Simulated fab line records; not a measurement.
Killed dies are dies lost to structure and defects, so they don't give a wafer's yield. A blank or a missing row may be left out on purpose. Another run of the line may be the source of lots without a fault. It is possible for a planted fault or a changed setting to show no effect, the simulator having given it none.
fab line records | flow n5_finfet
record: lots: 7 | wafers: 39
route steps=1938 shown WELL_APT@26 DUMMY_GATE@221 HKMG_FIN@403 BEOL_M0_SAQP@638 BEOL_M0@738 BEOL_M2@883 BEOL_M5@1172 BEOL_M8@1332 BEOL_M10@1501 BEOL_M12@1648 BEOL_M15@1809 PASSIVATION@1923
start_h: the number of hours between the record's first day and the start of the first shown wafer of the lot | wait_h: hours elapsed since this lot's preceding step | " identical to the entry in the row above | L1.1+2: a single row standing in for several wafers | - no value, or no start was given | * or withheld: withheld | < > ~ a bound
route shown NAME@n: NAME is a module with steps in the file, n the number in the route of the first one | usual: mean/standard deviation of fault-free wafers | same: alike in all rows | chamber/n: place in a boat | sites: each site's reading | _std_site: the values' standard deviation | _edge_site: the outer-site mean with the inner-site mean subtracted | radius_mm: how far each site lies from the wafer's centre | mask NAME#n: copy n | behind: the most recent tool/chamber to have shaped the wafer | hold: what put the lot on hold/how long, in hours/how the hold closed | device: names the non-switching transistor (n, p or np) | end of line: the tests these same wafers got at the end of their route | for a step that has no rows: nothing shown but its recipe | killed: not the wafer's yield, but the dies lost to structure and defects at the first sort | map: the dies of a wafer, with x for killed, . for not killed, _ for no die there
set.NAME: setting as actually run; set.NAME@STEP: the setting as run at that earlier step | model.NAME: the simulator's own value behind a step, which no gauge read
lots where settings were altered on purpose, with a table for each step and a row for each wafer
== steps ==
step: N5_WELL_APT_DEVELOP_07
recipe: develop_time_s: 45 | rinse_liquid: surfactant_rinse | dry: air_spin | dev_temp_c: 21
step: N5_DUMMY_GATE_PECVD_30
recipe: material: SiO2 | target_thk_a: 550 | temp_c: 400 | precursor: TEOS/O2 | pressure_torr: 6.5 | rf_w: withheld | teos_flow_sccm: withheld | gas: O2 | flow_sccm: 2650 | time_s: 10.8
step: N5_HKMG_FIN_ETCH_55
recipe: chemistry: N2/H2 | target: SOC | target_depth_a: 2400 | temp_c: 40 | time_s: 300 | ion_energy_ev: 200 | mask_material: SiARC | pressure_mtorr: 30 | source_w: 840 | bias_w: 150 | n2_flow_sccm: 200 | h2_flow_sccm: 200
step: N5_HKMG_FIN_ETCH_35
recipe: chemistry: N2/H2 | target: SOC | target_depth_a: 2158 | ion_energy_ev: 65 | bias_w: 5 | source_w: 3000 | time_s: 243.4 | pressure_mtorr: 30 | n2_flow_sccm: 200 | h2_flow_sccm: 200
step: N5_BEOL_M0_SAQP_PECVD_04
recipe: material: a-Si | target_thk_a: 600 | temp_c: 350 | precursor: SiH4/He | pressure_torr: 3 | rf_w: 100 | time_s: 60.2
step: N5_BEOL_M0_SPUTTER_134
recipe: material: Cu | target_thk_a: 40 | temp_c: -20 | chamber_pressure_pa: 0.07 | power_w: withheld | time_s: 7.37
step: N5_BEOL_M2_ETCHBACK_99
recipe: chemistry: CHF3 | target: SiO2 | target_depth_a: 50 | time_s: 10.4 | source_w: 215 | bias_w: 47 | Ar_flow_sccm: 200 | CHF3_flow_sccm: 12 | ion_energy_ev: 100 | pressure_mtorr: 30
step: N5_BEOL_M5_ALD_86
recipe: material: TaN | target_thk_a: * | temp_c: 275 | ald_precursor_family: PDMAT | ald_co_reactant: NH3 | pressure_torr: 3 | carrier_flow_sccm: 1500 | pulse_time_s: 2 | purge_time_s: 3 | co_reactant_purge_time_s: 2 | co_reactant_pulse_time_s: 3 | ald_cycles: 30 | precursor_vessel_temp_c: 75 | precursor_vessel_pressure_torr: 26.25 | precursor_vessel_carrier_sccm: 1000
step: N5_BEOL_M8_ILD_DEP_00
recipe: material: SiCOH_lowk | target_thk_a: 1797.5 | temp_c: 300 | precursor: DEMS/porogen | pressure_torr: 5 | rf_w: 500 | time_s: 33.4
step: N5_BEOL_M10_DEVELOP_27
recipe: develop_time_s: 30 | developer: TMAH | resist: CAR-ArF | rinse_liquid: diw | dry: air_spin | dev_temp_c: 23
step: N5_BEOL_M12_SPUTTER_43
recipe: material: TaN | target_thk_a: 150 | temp_c: 50 | bias_v: 168.6 | power_w: 15000 | chamber_pressure_pa: 0.12 | time_s: 24.19
step: N5_BEOL_M15_TRENCH_ETCH_34
recipe: chemistry: C4F8/O2/Ar | target: SiO2 | target_depth_a: 8729.3 | he_inner_torr: 15 | he_outer_torr: 30 | time_s: 199 | ion_energy_ev: 800 | pressure_mtorr: 20 | source_w: 1905 | bias_w: 2040 | Ar_flow_sccm: 400 | C4F8_flow_sccm: 16 | O2_flow_sccm: 12
step: N5_PASSIVATION_DEVELOP_43
recipe: develop_time_s: 60 | rinse_liquid: diw | dry: air_spin | dev_temp_c: 21
step: N5_PASSIVATION_PROBE_49
usual: killed_at_M0_to_M3: 35/13 | sort_bin_5_function: 5.1/0.87
lot.wafer | tool      | chamber | start_h | wait_h | set.develop_time_s@WELL_APT_DEVELOP_07 | set.time_s@DUMMY_GATE_PECVD_30 | set.time_s@HKMG_FIN_ETCH_55 | set.time_s@HKMG_FIN_ETCH_35 | set.time_s@BEOL_M0_SAQP_PECVD_04 | set.time_s@BEOL_M0_SPUTTER_134 | set.time_s@BEOL_M2_ETCHBACK_99 | set.ald_cycles@BEOL_M5_ALD_86 | set.time_s@BEOL_M8_ILD_DEP_00 | set.develop_time_s@BEOL_M10_DEVELOP_27 | set.time_s@BEOL_M12_SPUTTER_43 | set.target_depth_a@BEOL_M15_TRENCH_ETCH_34 | set.develop_time_s@PASSIVATION_DEVELOP_43 | killed_at_M0_to_M3 | sort_bin_5_function[%]
L075.1    | prober-01 | -       | 270.25  | 0.0    | 68.04                                  | 8.355                          | 300                         | 243.4                       | 60.2                             | 7.37                           | 4.315                          | 30                            | 33.4                          | 22.75                                  | 24.19                          | 8729.3                                     | 87.31                                     | 1132               | 96.9
L075.2    | prober-01 | -       | 270.30  | 0.1    | 68.04                                  | 10.8                           | 214.6                       | 243.4                       | 60.2                             | 7.37                           | 4.315                          | 30                            | 45.68                         | 22.75                                  | 38.01                          | 12290                                      | 87.31                                     | 1114               | 96.2
L075.3    | prober-01 | -       | 270.35  | 0.1    | 45                                     | 10.8                           | 300                         | 179.1                       | 60.2                             | 7.37                           | 10.4                           | 30                            | 33.4                          | 30                                     | 38.01                          | 8729.3                                     | 87.31                                     | 25                 | 4.3
L075.4    | prober-01 | -       | 270.40  | 0.2    | 45                                     | 8.355                          | 214.6                       | 179.1                       | 60.2                             | 10.85                          | 4.315                          | 30                            | 45.68                         | 30                                     | 24.19                          | 12290                                      | 60                                        | 1123               | 96.3
L075.5    | prober-01 | -       | 270.45  | 0.2    | 68.04                                  | 10.8                           | 300                         | 179.1                       | 60.2                             | 10.85                          | 10.4                           | 30                            | 45.68                         | 30                                     | 24.19                          | 8729.3                                     | 60                                        | 33                 | 4.8
L075.6    | prober-01 | -       | 270.50  | 0.3    | 45                                     | 8.355                          | 214.6                       | 243.4                       | 60.2                             | 10.85                          | 10.4                           | 30                            | 33.4                          | 22.75                                  | 38.01                          | 12290                                      | 60                                        | 37                 | 5.0
L079.1    | prober-01 | -       | 296.84  | 0.0    | 22.2                                   | 10.8                           | 170.1                       | 243.4                       | 31.45                            | 4.035                          | 10.4                           | 30                            | 33.4                          | 30                                     | 24.19                          | 4602                                       | 60                                        | 17                 | 5.2
L079.2    | prober-01 | -       | 296.89  | 0.1    | 22.2                                   | 10.8                           | 300                         | 373.2                       | 60.2                             | 4.035                          | 8.736                          | 30                            | 21.98                         | 30                                     | 15.72                          | 8729.3                                     | 38.22                                     | 25                 | 4.9
L079.3    | prober-01 | -       | 296.94  | 0.1    | 45                                     | 10.8                           | 300                         | 243.4                       | 60.2                             | 4.035                          | 8.736                          | 30                            | 33.4                          | 22.13                                  | 24.19                          | 8729.3                                     | 38.22                                     | 23                 | 4.7
L079.4    | prober-01 | -       | 296.99  | 0.2    | 45                                     | 10.8                           | 300                         | 373.2                       | 31.45                            | 7.37                           | 10.4                           | 30                            | 33.4                          | 22.13                                  | 15.72                          | 4602                                       | 60                                        | 17                 | 5.3
L079.5    | prober-01 | -       | 297.04  | 0.2    | 22.2                                   | 10.8                           | 170.1                       | 373.2                       | 60.2                             | 7.37                           | 10.4                           | 30                            | 21.98                         | 22.13                                  | 24.19                          | 4602                                       | 38.22                                     | 13                 | 5.0
L079.6    | prober-01 | -       | 297.09  | 0.3    | 45                                     | 10.8                           | 170.1                       | 243.4                       | 31.45                            | 7.37                           | 8.736                          | 30                            | 21.98                         | 30                                     | 15.72                          | 8729.3                                     | 60                                        | 23                 | 4.1
L084.1    | prober-01 | -       | 330.14  | 0.0    | 45                                     | 10.8                           | 300                         | 243.4                       | 60.2                             | 7.37                           | 14.84                          | 30                            | 33.4                          | 14.1                                   | 24.19                          | 8729.3                                     | 60                                        | 52                 | 6.5
L084.2    | prober-01 | -       | 330.19  | 0.1    | 45                                     | 10.8                           | 300                         | 318.2                       | 71.74                            | 7.37                           | 10.4                           | 16                            | 33.4                          | 14.1                                   | 24.19                          | 8729.3                                     | 60                                        | 55                 | 5.0
L084.3    | prober-01 | -       | 330.24  | 0.1    | 67.85                                  | 12.52                          | 300                         | 243.4                       | 71.74                            | 7.37                           | 14.84                          | 16                            | 46.04                         | 30                                     | 24.19                          | 4673                                       | 60                                        | 26                 | 4.5
L084.4    | prober-01 | -       | 330.29  | 0.2    | 67.85                                  | 10.8                           | 239.6                       | 318.2                       | 60.2                             | 7.37                           | 14.84                          | 16                            | 46.04                         | 30                                     | 24.19                          | 8729.3                                     | 35.55                                     | 61                 | 6.1
L084.5    | prober-01 | -       | 330.34  | 0.2    | 45                                     | 12.52                          | 239.6                       | 318.2                       | 60.2                             | 7.37                           | 10.4                           | 30                            | 46.04                         | 14.1                                   | 24.19                          | 4673                                       | 35.55                                     | 51                 | 5.8
L084.6    | prober-01 | -       | 330.39  | 0.3    | 67.85                                  | 12.52                          | 239.6                       | 243.4                       | 71.74                            | 7.37                           | 10.4                           | 30                            | 33.4                          | 30                                     | 24.19                          | 4673                                       | 35.55                                     | 89                 | 7.9
L085.2    | prober-01 | -       | 335.60  | 0.1    | 45                                     | 10.8                           | 300                         | 243.4                       | 60.2                             | 7.37                           | 10.4                           | 30                            | 33.4                          | 30                                     | 24.19                          | 8729.3                                     | 60                                        | 39                 | 4.9
L085.4    | prober-01 | -       | 335.70  | 0.2    | 45                                     | 10.8                           | 300                         | 243.4                       | 60.2                             | 7.37                           | 10.4                           | 30                            | 33.4                          | 30                                     | 24.19                          | 8729.3                                     | 60                                        | 27                 | 5.2
L085.6    | prober-01 | -       | 335.80  | 0.3    | 45                                     | 10.8                           | 300                         | 243.4                       | 60.2                             | 7.37                           | 10.4                           | 30                            | 33.4                          | 30                                     | 24.19                          | 8729.3                                     | 60                                        | 44                 | 5.3
L092.1    | prober-02 | -       | 377.62  | 0.0    | 31.07                                  | 10.8                           | 223.9                       | 243.4                       | 60.2                             | 7.37                           | 10.4                           | 30                            | 15.12                         | 42.8                                   | 19.46                          | 10520                                      | 60                                        | 48                 | 5.2
L092.2    | prober-02 | -       | 377.67  | 0.1    | 45                                     | 10.8                           | 223.9                       | 243.4                       | 31.91                            | 7.37                           | 10.4                           | 30                            | 33.4                          | 42.8                                   | 19.46                          | 8729.3                                     | 60                                        | 37                 | 5.1
L092.3    | prober-02 | -       | 377.72  | 0.1    | 31.07                                  | 10.8                           | 223.9                       | 151.7                       | 31.91                            | 7.37                           | 10.4                           | 30                            | 33.4                          | 42.8                                   | 24.19                          | 8729.3                                     | 86.14                                     | 47                 | 4.5
L092.4    | prober-02 | -       | 377.77  | 0.2    | 45                                     | 10.8                           | 300                         | 151.7                       | 60.2                             | 7.37                           | 10.4                           | 30                            | 15.12                         | 30                                     | 19.46                          | 10520                                      | 86.14                                     | 48                 | 5.3
L092.5    | prober-02 | -       | 377.82  | 0.2    | 45                                     | 10.8                           | 300                         | 243.4                       | 60.2                             | 7.37                           | 10.4                           | 30                            | 33.4                          | 30                                     | 24.19                          | 10520                                      | 86.14                                     | 24                 | 4.1
L092.6    | prober-02 | -       | 377.87  | 0.3    | 31.07                                  | 10.8                           | 300                         | 151.7                       | 31.91                            | 7.37                           | 10.4                           | 30                            | 15.12                         | 30                                     | 24.19                          | 8729.3                                     | 60                                        | 39                 | 6.1
L096.1    | prober-02 | -       | 396.49  | 0.0    | 71.73                                  | 10.8                           | 451.1                       | 243.4                       | 60.2                             | 7.37                           | 10.4                           | 30                            | 47.05                         | 12.63                                  | 24.19                          | 12320                                      | 24.87                                     | 56                 | 5.5
L096.2    | prober-02 | -       | 396.54  | 0.1    | 71.73                                  | 10.8                           | 300                         | 243.4                       | 60.2                             | 7.37                           | 10.4                           | 20                            | 33.4                          | 12.63                                  | 35.91                          | 12320                                      | 60                                        | 40                 | 6.0
L096.3    | prober-02 | -       | 396.59  | 0.1    | 71.73                                  | 10.8                           | 451.1                       | 243.4                       | 60.2                             | 8.933                          | 10.4                           | 30                            | 33.4                          | 30                                     | 24.19                          | 12320                                      | 60                                        | 75                 | 6.5
L096.4    | prober-02 | -       | 396.64  | 0.2    | 45                                     | 10.8                           | 300                         | 243.4                       | 60.2                             | 8.933                          | 10.4                           | 20                            | 47.05                         | 30                                     | 35.91                          | 8729.3                                     | 60                                        | 27                 | 5.6
L096.5    | prober-02 | -       | 396.69  | 0.2    | 45                                     | 10.8                           | 300                         | 243.4                       | 60.2                             | 8.933                          | 10.4                           | 30                            | 33.4                          | 12.63                                  | 35.91                          | 8729.3                                     | 24.87                                     | 49                 | 5.1
L096.6    | prober-02 | -       | 396.74  | 0.3    | 45                                     | 10.8                           | 451.1                       | 243.4                       | 60.2                             | 7.37                           | 10.4                           | 20                            | 47.05                         | 30                                     | 24.19                          | 8729.3                                     | 24.87                                     | 47                 | 5.9
L097.1    | prober-02 | -       | 399.50  | 0.0    | 45                                     | 10.8                           | 300                         | 243.4                       | 60.2                             | 7.37                           | 10.4                           | 30                            | 33.4                          | 30                                     | 24.19                          | 8729.3                                     | 60                                        | 24                 | 4.7
L097.2    | prober-02 | -       | 399.55  | 0.1    | 62.16                                  | 15.95                          | 300                         | 243.4                       | 60.2                             | 7.37                           | 10.4                           | 30                            | 39.49                         | 30                                     | 24.19                          | 5567                                       | 39.67                                     | 17                 | 7.4
L097.3    | prober-02 | -       | 399.60  | 0.1    | 45                                     | 10.8                           | 300                         | 243.4                       | 40.4                             | 7.37                           | 4.344                          | 30                            | 39.49                         | 30                                     | 24.19                          | 8729.3                                     | 60                                        | 1106               | 96.4
L097.4    | prober-02 | -       | 399.65  | 0.2    | 45                                     | 15.95                          | 479.5                       | 243.4                       | 60.2                             | 7.37                           | 4.344                          | 30                            | 39.49                         | 30                                     | 24.19                          | 5567                                       | 39.67                                     | 1084               | 95.3
L097.5    | prober-02 | -       | 399.70  | 0.2    | 62.16                                  | 15.95                          | 479.5                       | 243.4                       | 40.4                             | 7.37                           | 10.4                           | 30                            | 33.4                          | 30                                     | 24.19                          | 5567                                       | 60                                        | 13                 | 4.6
L097.6    | prober-02 | -       | 399.75  | 0.3    | 62.16                                  | 10.8                           | 479.5                       | 243.4                       | 40.4                             | 7.37                           | 4.344                          | 30                            | 33.4                          | 30                                     | 24.19                          | 8729.3                                     | 39.67                                     | 1098               | 96.2
killed by level:class
L075.1 BEOL_M2:area_etchback=1085 BEOL_M2:geometric_particle:open=10 BEOL_M0_SAQP:geometric_particle:open=10 BEOL_M0_SAQP:geometric_particle:short=10 FIN_SAQP:geometric_particle:short=8 BEOL_M3:geometric_particle:open=8 MOL_CONTACT_COAG:geometric_particle:open=6 BEOL_M1:geometric_particle:open=5
L075.2 BEOL_M2:area_etchback=1074 BEOL_M3:geometric_particle:open=17 FIN_SAQP:geometric_particle:open=12 FIN_SAQP:geometric_particle:short=11 BEOL_M0_SAQP:geometric_particle:short=9 BEOL_M0_SAQP:geometric_particle:open=7 STI_FIN_REVEAL:geometric_particle:open=6 DUMMY_GATE:geometric_particle:open=6
L075.3 FIN_SAQP:geometric_particle:open=10 STI_FIN_REVEAL:geometric_particle:open=10 BEOL_M4:geometric_particle:open=10 BEOL_M0_SAQP:geometric_particle:short=8 STI_FIN_REVEAL:geometric_particle:short=5 BEOL_M2:geometric_particle:open=5 BEOL_M1:geometric_particle:open=4 BEOL_M4:geometric_particle:short=4
L075.4 BEOL_M2:area_etchback=1067 BEOL_M3:geometric_particle:open=16 MOL_CONTACT_COAG:geometric_particle:open=16 FIN_SAQP:geometric_particle:open=13 STI_FIN_REVEAL:geometric_particle:open=9 BEOL_M1:geometric_particle:open=9 BEOL_M0_SAQP:geometric_particle:open=8 BEOL_M0_SAQP:geometric_particle:short=7
L075.5 MOL_CONTACT_COAG:geometric_particle:open=11 BEOL_M0_SAQP:geometric_particle:short=9 BEOL_M2:geometric_particle:open=8 BEOL_M0_SAQP:geometric_particle:open=8 DUMMY_GATE:geometric_particle:open=6 BEOL_M6:geometric_particle:short=5 FIN_SAQP:geometric_particle:open=4 STI_FIN_REVEAL:geometric_particle:open=4
L075.6 MOL_CONTACT_COAG:geometric_particle:open=10 BEOL_M0_SAQP:geometric_particle:short=10 BEOL_M0_SAQP:geometric_particle:open=9 FIN_SAQP:geometric_particle:short=8 FIN_SAQP:geometric_particle:open=8 BEOL_M3:geometric_particle:open=7 BEOL_M2:geometric_particle:open=5 STI_FIN_REVEAL:geometric_particle:open=3
L079.1 BEOL_M15:area_ecd=98 MOL_CONTACT_COAG:geometric_particle:open=22 STI_FIN_REVEAL:geometric_particle:open=15 BEOL_M4:geometric_particle:open=10 DUMMY_GATE:geometric_particle:open=9 FIN_SAQP:geometric_particle:open=7 MOL_CONTACT_COAG:geometric_particle:short=5 GATE_CUT:geometric_particle:short=4
L079.2 MOL_CONTACT_COAG:geometric_particle:open=14 FIN_SAQP:geometric_particle:short=11 BEOL_M1:geometric_particle:open=8 BEOL_M8:area_dep=8 FIN_SAQP:geometric_particle:open=7 BEOL_M1:geometric_particle:short=4 BEOL_M0_SAQP:geometric_particle:short=4 BEOL_M4:geometric_particle:open=4
L079.3 M4:area_ald=464 MOL_CONTACT_COAG:geometric_particle:open=15 MOL_CONTACT_COAG:geometric_particle:short=9 BEOL_M4:geometric_particle:open=8 BEOL_M2:geometric_particle:open=8 FIN_CUT:geometric_particle:open=6 FIN_CUT:geometric_particle:short=5 STI_FIN_REVEAL:geometric_particle:open=5
L079.4 BEOL_M15:area_ecd=73 MOL_CONTACT_COAG:geometric_particle:open=29 BEOL_M4:geometric_particle:open=9 MOL_CONTACT_COAG:geometric_particle:short=8 FIN_SAQP:geometric_particle:short=5 BEOL_M3:geometric_particle:open=5 FIN_SAQP:geometric_particle:open=4 BEOL_M1:geometric_particle:open=4
L079.5 M4:area_ald=450 BEOL_M15:area_ecd=41 MOL_CONTACT_COAG:geometric_particle:open=14 BEOL_M4:geometric_particle:open=12 FIN_SAQP:geometric_particle:open=11 FIN_SAQP:geometric_particle:short=10 DUMMY_GATE:geometric_particle:open=5 GATE_CUT:geometric_particle:short=5
L079.6 M4:area_ald=468 BEOL_M4:geometric_particle:open=12 MOL_CONTACT_COAG:geometric_particle:open=10 FIN_SAQP:geometric_particle:short=7 FIN_SAQP:geometric_particle:open=6 BEOL_M1:geometric_particle:open=6 BEOL_M3:geometric_particle:open=6 MOL_CONTACT_COAG:geometric_particle:short=4
L084.1 BEOL_M0_SAQP:geometric_particle:open=14 BEOL_M4:geometric_particle:open=9 BEOL_M0_SAQP:geometric_particle:short=8 MOL_CONTACT_COAG:geometric_particle:open=7 FIN_SAQP:geometric_particle:open=6 STI_FIN_REVEAL:geometric_particle:open=6 DUMMY_GATE:geometric_particle:open=6 BEOL_M0:geometric_particle:open=6
L084.2 M5:area_ald=105 BEOL_M1:geometric_particle:open=18 BEOL_M2:geometric_particle:open=11 MOL_CONTACT_COAG:geometric_particle:open=9 BEOL_M0_SAQP:geometric_particle:open=9 BEOL_M0_SAQP:geometric_particle:short=8 FIN_SAQP:geometric_particle:short=6 MOL_CONTACT_COAG:geometric_particle:short=5
L084.3 M5:area_ald=120 BEOL_M15:area_ecd=66 STI_FIN_REVEAL:geometric_particle:open=17 MOL_CONTACT_COAG:geometric_particle:open=10 BEOL_M2:geometric_particle:open=8 BEOL_M0_SAQP:geometric_particle:open=7 BEOL_M4:geometric_particle:open=6 GATE_CUT:geometric_particle:short=5
L084.4 M5:area_ald=104 BEOL_M0_SAQP:geometric_particle:open=19 BEOL_M0_SAQP:geometric_particle:short=11 BEOL_M2:geometric_particle:open=11 STI_FIN_REVEAL:geometric_particle:open=8 BEOL_M4:geometric_particle:open=7 MOL_CONTACT_COAG:geometric_particle:open=6 BEOL_M1:geometric_particle:open=6
L084.5 BEOL_M15:area_ecd=64 MOL_CONTACT_COAG:geometric_particle:open=12 BEOL_M2:geometric_particle:open=10 BEOL_M0_SAQP:geometric_particle:short=10 BEOL_M0:geometric_particle:open=10 BEOL_M0_SAQP:geometric_particle:open=8 BEOL_M4:geometric_particle:open=8 STI_FIN_REVEAL:geometric_particle:open=7
L084.6 BEOL_M15:area_ecd=64 BEOL_M0_SAQP:geometric_particle:open=26 BEOL_M0_SAQP:geometric_particle:short=25 MOL_CONTACT_COAG:geometric_particle:open=12 BEOL_M1:geometric_particle:open=11 STI_FIN_REVEAL:geometric_particle:open=10 BEOL_M2:geometric_particle:open=9 BEOL_M3:geometric_particle:open=9
L085.2 BEOL_M0_SAQP:geometric_particle:short=13 MOL_CONTACT_COAG:geometric_particle:open=11 BEOL_M0_SAQP:geometric_particle:open=7 BEOL_M3:geometric_particle:open=7 STI_FIN_REVEAL:geometric_particle:open=6 DUMMY_GATE:geometric_particle:open=4 GATE_CUT:geometric_particle:short=4 BEOL_M1:geometric_particle:open=4
L085.4 MOL_CONTACT_COAG:geometric_particle:open=8 BEOL_M3:geometric_particle:open=8 BEOL_M4:geometric_particle:open=8 GATE_CUT:geometric_particle:short=7 FIN_SAQP:geometric_particle:open=6 FIN_SAQP:geometric_particle:short=4 STI_FIN_REVEAL:geometric_particle:open=4 BEOL_M2:geometric_particle:open=4
L085.6 BEOL_M0_SAQP:geometric_particle:open=18 FIN_SAQP:geometric_particle:short=9 FIN_SAQP:geometric_particle:open=7 STI_FIN_REVEAL:geometric_particle:open=7 MOL_CONTACT_COAG:geometric_particle:open=7 BEOL_M0_SAQP:geometric_particle:short=7 BEOL_M1:geometric_particle:open=5 BEOL_M3:geometric_particle:open=5
L092.1 BEOL_M8:area_dep=1064 BEOL_M3:geometric_particle:open=17 MOL_CONTACT_COAG:geometric_particle:open=10 BEOL_M0_SAQP:geometric_particle:open=8 GATE_CUT:geometric_particle:open=7 BEOL_M0_SAQP:geometric_particle:short=7 BEOL_M2:geometric_particle:open=7 GATE_CUT:geometric_particle:short=6
L092.2 BEOL_M0_SAQP:geometric_particle:short=11 STI_FIN_REVEAL:geometric_particle:open=10 MOL_CONTACT_COAG:geometric_particle:open=8 BEOL_M0_SAQP:geometric_particle:open=8 FIN_SAQP:geometric_particle:short=7 GATE_CUT:geometric_particle:open=7 BEOL_M2:geometric_particle:open=6 GATE_CUT:geometric_particle:short=5
L092.3 BEOL_M2:geometric_particle:open=13 BEOL_M3:geometric_particle:open=11 MOL_CONTACT_COAG:geometric_particle:open=11 HKMG_FIN:area_etch=10 BEOL_M0_SAQP:geometric_particle:short=9 FIN_SAQP:geometric_particle:open=6 BEOL_M0_SAQP:geometric_particle:open=6 BEOL_M4:geometric_particle:open=5
L092.4 BEOL_M8:area_dep=1055 BEOL_M0_SAQP:geometric_particle:open=11 BEOL_M2:geometric_particle:open=10 STI_FIN_REVEAL:geometric_particle:open=9 MOL_CONTACT_COAG:geometric_particle:open=8 BEOL_M0_SAQP:geometric_particle:short=8 BEOL_M4:geometric_particle:open=7 FIN_SAQP:geometric_particle:open=6
L092.5 STI_FIN_REVEAL:geometric_particle:open=12 MOL_CONTACT_COAG:geometric_particle:open=7 BEOL_M2:geometric_particle:open=5 DUMMY_GATE:geometric_particle:open=5 BEOL_M3:geometric_particle:open=5 STI_FIN_REVEAL:geometric_particle:short=4 GATE_CUT:geometric_particle:short=4 BEOL_M0_SAQP:geometric_particle:short=4
L092.6 BEOL_M8:area_dep=1054 STI_FIN_REVEAL:geometric_particle:open=11 BEOL_M0_SAQP:geometric_particle:open=11 BEOL_M0_SAQP:geometric_particle:short=9 BEOL_M3:geometric_particle:open=8 FIN_SAQP:geometric_particle:open=7 GATE_CUT:geometric_particle:short=5 BEOL_M4:geometric_particle:open=5
L096.1 BEOL_M0_SAQP:geometric_particle:short=15 STI_FIN_REVEAL:geometric_particle:open=14 BEOL_M2:geometric_particle:open=13 BEOL_M0_SAQP:geometric_particle:open=11 BEOL_M4:geometric_particle:open=9 FIN_SAQP:geometric_particle:short=7 BEOL_M3:geometric_particle:open=6 FIN_SAQP:geometric_particle:open=5
L096.2 M5:area_ald=47 FIN_SAQP:geometric_particle:open=15 MOL_CONTACT_COAG:geometric_particle:open=9 BEOL_M0_SAQP:geometric_particle:open=9 BEOL_M2:geometric_particle:open=8 BEOL_M4:geometric_particle:open=6 FIN_SAQP:geometric_particle:short=5 GATE_CUT:geometric_particle:short=5
L096.3 BEOL_M0_SAQP:geometric_particle:open=27 BEOL_M0_SAQP:geometric_particle:short=27 FIN_SAQP:geometric_particle:open=18 FIN_SAQP:geometric_particle:short=10 BEOL_M3:geometric_particle:open=8 STI_FIN_REVEAL:geometric_particle:open=4 GATE_CUT:geometric_particle:short=4 MOL_CONTACT_COAG:geometric_particle:open=4
L096.4 M5:area_ald=46 GATE_CUT:geometric_particle:open=10 STI_FIN_REVEAL:geometric_particle:open=8 BEOL_M2:geometric_particle:open=8 BEOL_M0_SAQP:geometric_particle:open=6 STARTING-WAFER:geometric_particle:open=6 DUMMY_GATE:geometric_particle:open=5 GATE_CUT:geometric_particle:short=5
L096.5 BEOL_M0_SAQP:geometric_particle:short=13 FIN_SAQP:geometric_particle:open=11 BEOL_M0_SAQP:geometric_particle:open=10 GATE_CUT:geometric_particle:short=7 MOL_CONTACT_COAG:geometric_particle:open=7 BEOL_M2:geometric_particle:open=6 BEOL_M0:geometric_particle:open=5 FIN_SAQP:geometric_particle:short=3
L096.6 M5:area_ald=46 BEOL_M0_SAQP:geometric_particle:open=17 BEOL_M0_SAQP:geometric_particle:short=12 FIN_SAQP:geometric_particle:open=11 FIN_SAQP:geometric_particle:short=10 BEOL_M3:geometric_particle:open=8 GATE_CUT:geometric_particle:open=6 BEOL_M4:geometric_particle:open=6
L097.1 M4:area_ald=240 MOL_CONTACT_COAG:geometric_particle:open=15 BEOL_M3:geometric_particle:open=11 STI_FIN_REVEAL:geometric_particle:open=10 FIN_SAQP:geometric_particle:open=8 BEOL_M4:geometric_particle:open=8 FIN_SAQP:geometric_particle:short=7 MOL_CONTACT_COAG:geometric_particle:short=5
L097.2 M4:area_ald=232 STI_FIN_REVEAL:geometric_particle:open=20 FIN_SAQP:geometric_particle:open=18 BEOL_M4:geometric_particle:open=18 MOL_CONTACT_COAG:geometric_particle:open=14 FIN_SAQP:geometric_particle:short=13 BEOL_M2:geometric_particle:open=6 MOL_CONTACT_COAG:geometric_particle:short=5
L097.3 BEOL_M2:area_etchback=1081 BEOL_M4:geometric_particle:open=15 MOL_CONTACT_COAG:geometric_particle:open=9 GATE_CUT:geometric_particle:short=8 BEOL_M2:geometric_particle:open=7 BEOL_M0_SAQP:geometric_particle:short=6 FIN_SAQP:geometric_particle:open=5 STI_FIN_REVEAL:geometric_particle:open=5
L097.4 BEOL_M2:area_etchback=1059 STI_FIN_REVEAL:geometric_particle:open=15 MOL_CONTACT_COAG:geometric_particle:open=14 GATE_CUT:geometric_particle:open=12 FIN_SAQP:geometric_particle:short=11 GATE_CUT:geometric_particle:short=8 FIN_SAQP:geometric_particle:open=7 BEOL_M2:geometric_particle:open=7
L097.5 FIN_SAQP:geometric_particle:short=16 BEOL_M4:geometric_particle:open=9 BEOL_M15:area_ecd=9 FIN_SAQP:geometric_particle:open=7 DUMMY_GATE:geometric_particle:open=6 GATE_CUT:geometric_particle:short=6 BEOL_M4:geometric_particle:short=5 STI_FIN_REVEAL:geometric_particle:open=4
L097.6 BEOL_M2:area_etchback=1068 FIN_SAQP:geometric_particle:open=11 STI_FIN_REVEAL:geometric_particle:open=11 BEOL_M4:geometric_particle:open=11 FIN_SAQP:geometric_particle:short=9 BEOL_M3:geometric_particle:open=9 MOL_CONTACT_COAG:geometric_particle:open=8 BEOL_M2:geometric_particle:open=8
== key ==
split: step: N5_WELL_APT_DEVELOP_07 | setting: develop_time_s | stated_as: 45
response none clear
split: step: N5_DUMMY_GATE_PECVD_30 | setting: time_s | stated_as: 10.8
response none clear
split: step: N5_HKMG_FIN_ETCH_55 | setting: time_s | stated_as: 300
response none clear
split: step: N5_HKMG_FIN_ETCH_35 | setting: time_s | stated_as: 243.4
response none clear
split: step: N5_BEOL_M0_SAQP_PECVD_04 | setting: time_s | stated_as: 60.2
response none clear
split: step: N5_BEOL_M0_SPUTTER_134 | setting: time_s | stated_as: 7.37
response none clear
split: step: N5_BEOL_M2_ETCHBACK_99 | setting: time_s | stated_as: 10.4
response: step: N5_PASSIVATION_PROBE_49 | reading: killed_at_M0_to_M3 | slope: -14 | per: 1% | together_with: all | explained: 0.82
response: step: N5_PASSIVATION_PROBE_49 | reading: sort_bin_5_function | slope: -1.17 | per: 1% | together_with: all | explained: 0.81
split: step: N5_BEOL_M5_ALD_86 | setting: ald_cycles | stated_as: 30
response none clear
split: step: N5_BEOL_M8_ILD_DEP_00 | setting: time_s | stated_as: 33.4
response none clear
split: step: N5_BEOL_M10_DEVELOP_27 | setting: develop_time_s | stated_as: 30
response none clear
split: step: N5_BEOL_M12_SPUTTER_43 | setting: time_s | stated_as: 24.19
response none clear
split: step: N5_BEOL_M15_TRENCH_ETCH_34 | setting: target_depth_a | stated_as: 8729.3
response none clear
split: step: N5_PASSIVATION_DEVELOP_43 | setting: develop_time_s | stated_as: 60
response none clear
